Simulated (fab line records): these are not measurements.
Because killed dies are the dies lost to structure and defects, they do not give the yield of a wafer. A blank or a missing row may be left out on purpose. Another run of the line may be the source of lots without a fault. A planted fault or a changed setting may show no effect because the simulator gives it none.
Chamber matching :: flow n5_finfet :: N5_PASSIVATION_DESCUM_32 on rie_diel-03 has 4 sister chambers
The step chemistry O2, time 7.9 s. 4 wafers are shown with their chamber, then 7 later ones without.

## WAFERS WITH THEIR CHAMBER
wafer: L512.6
chamber: 0
drypump_motor_current_A (A): 5.06

wafer: L514.6
chamber: 2
drypump_motor_current_A (A): 5.71

wafer: L524.2
chamber: 3
drypump_motor_current_A (A): 5.93

wafer: L524.4
chamber: 1
drypump_motor_current_A (A): 5.20

## WAFERS WITH NO CHAMBER GIVEN
wafer: L524.5
drypump_motor_current_A (A): 5.90

wafer: L525.3
drypump_motor_current_A (A): 5.08

wafer: L525.5
drypump_motor_current_A (A): 5.20

wafer: L525.6
drypump_motor_current_A (A): 5.11

wafer: L527.1
drypump_motor_current_A (A): 5.71

wafer: L527.2
drypump_motor_current_A (A): 5.87

wafer: L527.4
drypump_motor_current_A (A): 5.10

## CHAMBER TAKEN BY EACH
wafer: L524.5
from the rows above: 3
in truth: 3

wafer: L525.3
from the rows above: 0
in truth: 0

wafer: L525.5
from the rows above: 1
in truth: 1

wafer: L525.6
from the rows above: can't be placed: 0 or 1
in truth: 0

wafer: L527.1
from the rows above: 2
in truth: 2

wafer: L527.2
from the rows above: 3
in truth: 3

wafer: L527.4
from the rows above: can't be placed: 0 or 1
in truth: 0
Correct placement for 5 of the 7. These rows do not allow placing 2 (true chamber among the candidates in 2). Number placed wrongly: 0.
How it was worked out, from the rows above alone: a wafer's distance from a chamber is the root of the sum, over the readings, of the square of ((its reading less the chamber's mean) divided by the reading's scatter). The wafer belongs to the nearest chamber; if the next one is less than 2 further off, it can't be placed. The mean given for a chamber averages the wafers shown for that chamber. The scatter: with one shown wafer a chamber, the root of the mean of the squares of how far each hidden wafer lies from its nearest shown one.
